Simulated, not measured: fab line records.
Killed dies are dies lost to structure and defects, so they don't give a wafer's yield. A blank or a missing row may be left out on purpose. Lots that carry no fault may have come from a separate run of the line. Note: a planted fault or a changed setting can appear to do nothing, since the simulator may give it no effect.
The same fault as seen by 3 desks	flow n5Finfet	what lay behind the numbers comes last; until then each desk has only its own

## THE METROLOGY DESK
What the gauges read, lot by lot, whatever tool the lot ran on: means of the sampled wafers that have a number. A lot is out of limits, marked OUT, if its mean lies more than 4 standard deviations from the usual mean; the brackets give that distance. Shown here are 7 of its 12 readings, the ones lying furthest out on some lot.
Columns: A = cdNm at N5_BEOL_M1_CD_MEAS_28, usual 24.07 nm; B = DIBL_N at N5_BEOL_M4_RC_MEAS_101, usual 37.1 mV/V; C = ION_N at N5_BEOL_M4_RC_MEAS_101, usual 682 uA/um; D = ION_P at N5_BEOL_M4_RC_MEAS_101, usual 468 uA/um; E = SS_N at N5_BEOL_M4_RC_MEAS_101, usual 71.9 mV/dec; F = VT_N at N5_BEOL_M4_RC_MEAS_101, usual 248 mV; G = VT_P at N5_BEOL_M4_RC_MEAS_101, usual -248 mV
lot	first seen here	A	B	C	D	E	F	G
L945	day 7 04:33	24.19	35.8	671	470	71.6	251	-245
L947	day 7 12:57	24.02	36.0	670	457	72.0	254	-249
L951	day 8 19:59	24.10	35.1	681	467	71.2	251	-253
L958	day 10 09:46	24.13	36.9	682	468	71.8	249	-251
L960	day 10 18:05	23.82	37.3	669	452	72.4	249	-254
L963	day 11 09:55	24.13	35.7	682	468	72.0	248	-245
This desk's finding: nothing out of limits on any of the 6 lots.

## THE TOOL OWNER'S DESK: rieDiel-02
The tool's own readings at N5_BEOL_M1_ETCH_70 (etches SOC in N2/H2, target depth 80 nm, overetch 16 nm, time 120 s): means of the sampled wafers that have a number, for each lot that ran on this tool. A lot is out of limits, marked OUT, if its mean lies more than 4 standard deviations from the usual mean; the brackets give that distance.
Columns: A = drypumpMotorCurrentA at N5_BEOL_M1_ETCH_70, usual 5.8 A; B = oesProductAu at N5_BEOL_M1_ETCH_70, usual 0.63 a.u.; C = rfVppV at N5_BEOL_M1_ETCH_70, usual 524.7 V; D = runLengthS at N5_BEOL_M1_ETCH_70, usual 143.4 s; E = showerheadPlenumPTorr at N5_BEOL_M1_ETCH_70, usual 2.57 Torr; F = throttleValvePct at N5_BEOL_M1_ETCH_70, usual 17.75 %
lot	first seen here	A	B	C	D	E	F
L951	day 8 21:10	5.5	0.62	527.3	143.5	2.68	17.63
L958	day 10 12:19	6.2	0.64	525.5	139.2 (-7.6) OUT	2.56	17.71
L960	day 10 21:53	5.5	0.63	527.3	140.6 (-5.1) OUT	2.67	17.66
This desk finds L958, L960 out of limits, L958 being first, at day 10 12:19 (runLengthS at N5_BEOL_M1_ETCH_70). In limits: L951.

## THE DEFECT DESK
Per lot, the means of the sampled wafers with a number show what the inspections along the route counted. A lot is out of limits, marked OUT, if its mean lies more than 4 standard deviations from the usual mean; the brackets give that distance.
Columns: A = rawDefectCount at N5_BEOL_M1_INSPECT_30, usual 404
lot	first seen here	A
L945	day 7 04:38	459
L947	day 7 13:02	475
L951	day 8 20:05	455
L958	day 10 09:51	535
L960	day 10 18:11	511
L963	day 11 10:00	339
This desk's finding: nothing out of limits on any of the 6 lots.

## TAKEN TOGETHER
The tool owner's desk had the chance to raise an alarm at day 10 12:19 on L958, L960.
At the metrology desk, nothing out of limits was observed.
No out-of-limits result turned up at the defect desk.
The metrology desk holds a record of L958, L960, inside its limits.
The defect desk has L958, L960 on record, within its limits.
On rieDiel-02, each named lot ran N5_BEOL_M1_ETCH_70.

## WHAT THE SIMULATOR PUT IN
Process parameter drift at N5_BEOL_M1_ETCH_70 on rieDiel-02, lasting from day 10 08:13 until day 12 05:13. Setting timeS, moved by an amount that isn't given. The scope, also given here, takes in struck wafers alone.
Struck lots among those shown: L958, L960.
Each desk's first reading out of limits, in hours after the fault started: the tool owner's desk, 4.
